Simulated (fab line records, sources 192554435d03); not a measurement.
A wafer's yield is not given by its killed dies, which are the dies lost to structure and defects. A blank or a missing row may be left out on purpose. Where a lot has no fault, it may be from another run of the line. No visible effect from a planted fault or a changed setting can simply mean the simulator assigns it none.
Which tool was responsible? | flow n5 finfet | Sampling: 7 lots, 21 wafers, 6 of 1938 route steps

WHAT EACH GAUGE READ, for each wafer
N5_BEOL_M13_CD_MEAS_28: target cd 209.5 nm.
lot  | measured     | on        | cd nm (nm)
L558 | day 12 14:02 | cd sem-01 | 207.9 211.2 207.9
L559 | day 13 06:43 | cd sem-01 | 210.3 209.7 210.2
L572 | day 16 00:44 | cd sem-01 | 202.7 202.7 202.2
L573 | day 16 01:38 | cd sem-03 | 203.1 204.8 203.0
L576 | day 16 19:07 | cd sem-02 | 210.9 209.3 211.1
L575 | day 16 19:16 | cd sem-03 | 211.6 210.2 208.8
L577 | day 17 11:08 | cd sem-01 | 210.0 209.2 210.7

N5_BEOL_M13_INSPECT_30: inspects for defects (macro).
lot  | measured     | on                | raw defect count
L558 | day 12 14:06 | defect inspect-01 | 1 1 1
L559 | day 13 06:46 | defect inspect-01 | 3 2 2
L572 | day 16 00:47 | defect inspect-02 | 3 1 3
L573 | day 16 01:41 | defect inspect-01 | 2 2 2
L576 | day 16 19:10 | defect inspect-02 | 2 2 3
L575 | day 16 19:19 | defect inspect-02 | 0 3 3
L577 | day 17 11:11 | defect inspect-01 | 0 1 1

N5_BEOL_M15_RC_MEAS_101.
lot  | measured     | on        | COMB_M10 (S/m)          | COMB_M11 (S/m)          | COMB_M12 (S/m)          | COMB_M13 (S/m)          | COMB_M14 (S/m)          | COMB_M15 (S/m)          | COMB_M5 (S/m)           | COMB_M6 (S/m)           | COMB_M7 (S/m)           | COMB_M8 (S/m)           | COMB_M9 (S/m)           | SERP_M10 (ohm/um) | SERP_M11 (ohm/um) | SERP_M12 (ohm/um) | SERP_M13 (ohm/um) | SERP_M13_max_site (ohm/um) | SERP_M14 (ohm/um) | SERP_M5 (ohm/um) | SERP_M5_max_site (ohm/um) | SERP_M6 (ohm/um) | SERP_M7 (ohm/um) | SERP_M8 (ohm/um) | SERP_M9 (ohm/um)
L558 | day 13 04:37 | prober-02 | 1.8e-11 2.6e-11 2.5e-11 | 1.3e-11 1.5e-11 1.2e-11 | 7.7e-12 6.2e-12 4.5e-12 | 6e-12 5e-12 5.1e-12     | 7.4e-12 4.5e-12 5.3e-12 | 1.9e-12 2.2e-12 2.4e-12 | 3.5e-11 4.2e-11 4e-11   | 3.3e-11 2.2e-11 2.8e-11 | 2.4e-11 2.6e-11 2.9e-11 | 2.5e-11 2.4e-11 2.2e-11 | 1.6e-11 1.6e-11 1.2e-11 | 3.04 2.97 2.88    | 3.18 3.13 3.16    | 0.603 0.609 0.628 | 0.316 0.305 0.315 | 0.320 0.307 0.320          | 0.159 0.156 0.153 | 42.0 41.2 42.7   | 44.9 42.2 44.7            | 13.7 13.8 13.2   | 13.5 13.0 13.7   | 14.4 13.4 13.1   | 3.04 3.06 3.10
L559 | day 13 23:53 | prober-02 | 1.8e-11 1.4e-11 1.7e-11 | 1.2e-11 1.4e-11 1.4e-11 | 3.6e-12 7.8e-12 4.4e-12 | 5.5e-12 8.3e-12 5.9e-12 | 3.1e-12 2.7e-12 3.5e-12 | 2.7e-12 2.5e-12 3.5e-12 | 3.2e-11 3.5e-11 4.1e-11 | 1.8e-11 2.8e-11 3.2e-11 | 2.3e-11 2.7e-11 2.5e-11 | 2.7e-11 1.9e-11 2.1e-11 | 1.2e-11 1.5e-11 1.2e-11 | 3.08 3.07 3.12    | 3.07 3.05 3.14    | 0.633 0.637 0.626 | 0.308 0.313 0.301 | 0.311 0.314 0.304          | 0.160 0.159 0.157 | 39.7 36.5 40.7   | 42.1 37.5 42.1            | 13.4 13.3 12.7   | 14.2 13.5 13.4   | 13.3 14.1 13.9   | 2.94 3.11 3.00
L572 | day 16 17:02 | prober-01 | 1.7e-11 1.1e-11 1.8e-11 | 1.1e-11 1.1e-11 1.9e-11 | 4.3e-12 5.9e-12 5e-12   | 4.1e-12 4.9e-12 3.8e-12 | 2.2e-12 3.1e-12 3.2e-12 | 1e-12 2.8e-12 1.4e-12   | 3.1e-11 3.7e-11 4.4e-11 | 3.2e-11 2.9e-11 2.3e-11 | 2.9e-11 2.3e-11 2.4e-11 | 2.4e-11 2.3e-11 2.1e-11 | 1.3e-11 1.8e-11 1.1e-11 | 2.95 3.01 2.95    | 3.07 2.93 2.99    | 0.643 0.611 0.621 | 0.330 0.323 0.331 | 0.333 0.325 0.338          | 0.166 0.158 0.164 | 41.8 38.2 37.8   | 44.1 40.6 41.6            | 15.2 13.1 13.9   | 13.3 14.4 14.0   | 13.3 13.6 13.2   | 3.10 3.05 2.97
L573 | day 17 01:14 | prober-02 | 1.7e-11 1.8e-11 2e-11   | 2e-11 1.7e-11 1.6e-11   | 7.4e-12 5.7e-12 5e-12   | 4.9e-12 5e-12 5.4e-12   | 2.7e-12 3.1e-12 3.8e-12 | 2.4e-12 2.7e-12 3.3e-12 | 3.7e-11 2.4e-11 3.4e-11 | 2.5e-11 2.8e-11 3.5e-11 | 2.8e-11 2.2e-11 2e-11   | 2.4e-11 3.2e-11 2.6e-11 | 2.1e-11 1.8e-11 1.8e-11 | 3.12 3.04 3.02    | 3.08 2.98 2.90    | 0.630 0.644 0.634 | 0.323 0.324 0.319 | 0.328 0.329 0.321          | 0.151 0.153 0.153 | 39.6 42.3 40.0   | 40.1 46.3 42.4            | 13.5 13.1 12.8   | 12.7 13.6 14.5   | 14.3 13.8 13.6   | 2.97 3.15 2.96
L576 | day 17 10:58 | prober-02 | 1.6e-11 1.2e-11 1.2e-11 | 2e-11 1.5e-11 1.6e-11   | 8e-12 7.1e-12 7.6e-12   | 5.4e-12 6.2e-12 4.9e-12 | 3.1e-12 4e-12 3.7e-12   | 3.7e-12 3e-12 3.9e-12   | 2.6e-11 2.7e-11 2.4e-11 | 2.3e-11 3e-11 3.2e-11   | 2.5e-11 2.4e-11 2.5e-11 | 1.7e-11 2.5e-11 3.1e-11 | 1.3e-11 1.3e-11 1.7e-11 | 2.96 2.92 3.00    | 3.06 2.93 2.99    | 0.620 0.643 0.641 | 0.317 0.309 0.302 | 0.322 0.314 0.304          | 0.161 0.156 0.158 | 38.4 35.4 40.7   | 40.9 37.3 41.7            | 14.0 13.8 13.2   | 13.4 13.1 13.0   | 13.8 13.3 13.8   | 3.11 3.18 3.00
L575 | day 17 14:42 | prober-02 | 1.4e-11 1.6e-11 1.5e-11 | 1.1e-11 1.4e-11 1.3e-11 | 4.7e-12 6.7e-12 6.6e-12 | 4.3e-12 4.9e-12 4.7e-12 | 4e-12 3.2e-12 3e-12     | 4.3e-12 3.1e-12 3.3e-12 | 3.7e-11 4.3e-11 2.7e-11 | 1.4e-11 2.2e-11 2e-11   | 2.3e-11 2.7e-11 2.3e-11 | 2.1e-11 2.2e-11 2.3e-11 | 1.1e-11 1.2e-11 1.5e-11 | 2.92 2.94 3.09    | 2.88 3.06 3.15    | 0.650 0.637 0.645 | 0.308 0.297 0.306 | 0.310 0.301 0.311          | 0.153 0.160 0.155 | 41.6 37.8 36.4   | 42.4 38.7 37.9            | 12.9 14.2 13.8   | 13.9 13.5 13.2   | 13.9 13.9 13.1   | 3.04 3.05 3.08
L577 | day 18 08:22 | prober-01 | 1.2e-11 1e-11 1e-11     | 1.2e-11 1.6e-11 1.1e-11 | 4.3e-12 5.3e-12 4.6e-12 | 5.3e-12 4.9e-12 5.7e-12 | 2.6e-12 3.8e-12 3e-12   | 1.3e-12 1.1e-12 2.1e-12 | 4.3e-11 5.1e-11 4.1e-11 | 2.7e-11 2.6e-11 3.9e-11 | 2.1e-11 2.8e-11 2.2e-11 | 1.8e-11 2.3e-11 1.9e-11 | 9e-12 7e-12 9e-12       | 3.04 2.98 2.98    | 3.06 3.02 3.07    | 0.646 0.621 0.623 | 0.306 0.298 0.296 | 0.309 0.301 0.300          | 0.160 0.159 0.160 | 38.1 36.5 36.3   | 40.7 37.5 36.8            | 14.0 14.1 13.5   | 14.7 13.2 14.1   | 14.1 13.1 13.4   | 3.15 2.99 2.96

EACH LOT AND THE TOOL THAT RAN IT (in order: tool; ch and the chambers of the sampled wafers; start)
lot  | N5_BEOL_M13_DESCUM_15              | N5_BEOL_M13_EXPOSE_25             | N5_BEOL_M13_TRENCH_ETCH_34
L558 | rie diel-04 ch 0,2, day 12 13:11   | krf scanner-01 ch 0, day 12 13:52 | rie diel-04 ch 0,2, day 12 14:32
L559 | rie diel-01 ch 0,2, day 13 05:51   | krf scanner-01 ch 0, day 13 06:32 | rie diel-01 ch 1,2,3, day 13 07:23
L572 | rie diel-04 ch 2,3, day 15 23:45   | krf scanner-01 ch 0, day 16 00:34 | rie diel-01 ch 2,3, day 16 01:14
L573 | rie diel-06 ch 0,1, day 16 00:39   | krf scanner-01 ch 0, day 16 01:28 | rie diel-01 ch 1,3, day 16 02:26
L576 | rie diel-06 ch 1,2,3, day 16 18:08 | krf scanner-02 ch 0, day 16 18:57 | rie diel-06 ch 0,2,3, day 16 19:36
L575 | rie diel-04 ch 0,1,2, day 16 18:25 | krf scanner-02 ch 0, day 16 19:05 | rie diel-04 ch 0,1,3, day 16 19:47
L577 | rie diel-01 ch 0,1,2, day 17 10:10 | krf scanner-02 ch 0, day 17 10:58 | rie diel-04 ch 1,2, day 17 11:40
- N5_BEOL_M13_DESCUM_15: chemistry O2, time 7.9 s.
- N5_BEOL_M13_EXPOSE_25: exposes mask M13, target cd 210 nm.
- N5_BEOL_M13_TRENCH_ETCH_34: etches SiOC in C4F8/O2/Ar, target depth 413.47 nm, time 162.6 s.

AS READ BY THE TOOLS THEMSELVES (means over the sampled wafers that have a number; for cases with no such wafer, the mark the record gives instead)
N5_BEOL_M13_DESCUM_15.
lot  | tool        | drypump motor current A (A) | oes product au (a.u.) | rf vpp V (V) | showerhead plenum p Torr (Torr) | throttle valve pct (%)
L558 | rie diel-04 | 5.5                         | 0.76                  | 243.9        | 2.16                            | 20.56
L559 | rie diel-01 | 5.8                         | 0.71                  | 243.0        | 2.03                            | 20.72
L572 | rie diel-04 | 5.9                         | 0.81                  | 243.6        | 2.12                            | 20.31
L573 | rie diel-06 | 5.6                         | 0.71                  | 242.9        | 2.06                            | 20.55
L576 | rie diel-06 | 5.5                         | 0.80                  | 242.0        | 2.05                            | 20.30
L575 | rie diel-04 | 5.5                         | 0.81                  | 243.4        | 2.14                            | 20.60
L577 | rie diel-01 | 5.9                         | 0.79                  | 245.6        | 2.15                            | 20.57

N5_BEOL_M13_EXPOSE_25.
lot  | tool           | exposure dose mJ cm2 | reticle temp C (C)
L558 | krf scanner-01 | 21.977               | 22.98
L559 | krf scanner-01 | 21.937               | 22.89
L572 | krf scanner-01 | 20.511               | 23.05
L573 | krf scanner-01 | 20.805               | 22.90
L576 | krf scanner-02 | 22.004               | 23.08
L575 | krf scanner-02 | 22.010               | 22.98
L577 | krf scanner-02 | 21.959               | 23.09

N5_BEOL_M13_TRENCH_ETCH_34.
lot  | tool        | drypump motor current A (A) | oes product au (a.u.) | rf vpp V (V) | showerhead plenum p Torr (Torr) | throttle valve pct (%)
L558 | rie diel-04 | 5.5                         | 0.75                  | 669          | 3.50                            | 24.25
L559 | rie diel-01 | 5.8                         | 0.83                  | 666          | 3.44                            | 24.22
L572 | rie diel-01 | 5.4                         | 0.79                  | 667          | 3.50                            | 24.30
L573 | rie diel-01 | 6.1                         | 0.85                  | 664          | 3.37                            | 24.04
L576 | rie diel-06 | 5.5                         | 0.89                  | 667          | 3.46                            | 24.07
L575 | rie diel-04 | 5.6                         | 0.84                  | 667          | 3.48                            | 24.23
L577 | rie diel-04 | 5.6                         | 0.88                  | 667          | 3.45                            | 24.29

THE ANSWER, worked out from the rows above alone
Rule: the lots themselves supply what counts as usual. Put in order of their means at a reading, lots are off if they are a third of the lots or fewer, leave a main group of 4 or more, and stand apart from it by a gap of 3 or more times the standard deviation of the main group's means; of several such gaps the widest counts. If all means in a main group match to the digits the tables above print for the reading, that group is not used. A lot without any number at a reading at which 4 lots or more have one is off too. All remaining lots with rows at the step are treated as sound. Order of review: gauges by route order, followed by the tools' own readings, for which a lot's mean as printed above is used. The first step at which some lot is off is used, and at that step the reading that is off furthest; a lot without a number counts as furthest.
Off: L572, L573 (N5_BEOL_M13_CD_MEAS_28, cd nm). Main group: mean 209.9 nm, sd 0.49.
A tool fits if, at a process step before that reading, it ran every lot that is off, and no sound lot after the first of them. Not tried: the gauges at N5_BEOL_M13_CD_MEAS_28; whatever is off there is also off at N5_BEOL_M13_EXPOSE_25, on other tools, and gauge error can't account for it. One fits: N5_BEOL_M13_EXPOSE_25 on krf scanner-01. Its last sound lot is L559 (day 13 06:32), its first lot that is off L572 (day 16 00:34): a fault that began between those two fits.
On the lots that are off, the tool's own readings at N5_BEOL_M13_EXPOSE_25 differ by more than 5 times the standard deviation of the sound lots' means, which bears it out; exposure dose mJ cm2 reads 20.658 there versus 21.977 on the sound lots.

WHAT THE SIMULATOR HAD INSERTED
Process parameters drifting: krf scanner-01 at N5_BEOL_M13_EXPOSE_25, beginning at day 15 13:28. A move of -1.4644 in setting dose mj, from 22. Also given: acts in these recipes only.
Struck lots among those shown: L572, L573. This agrees with what the rule above found.
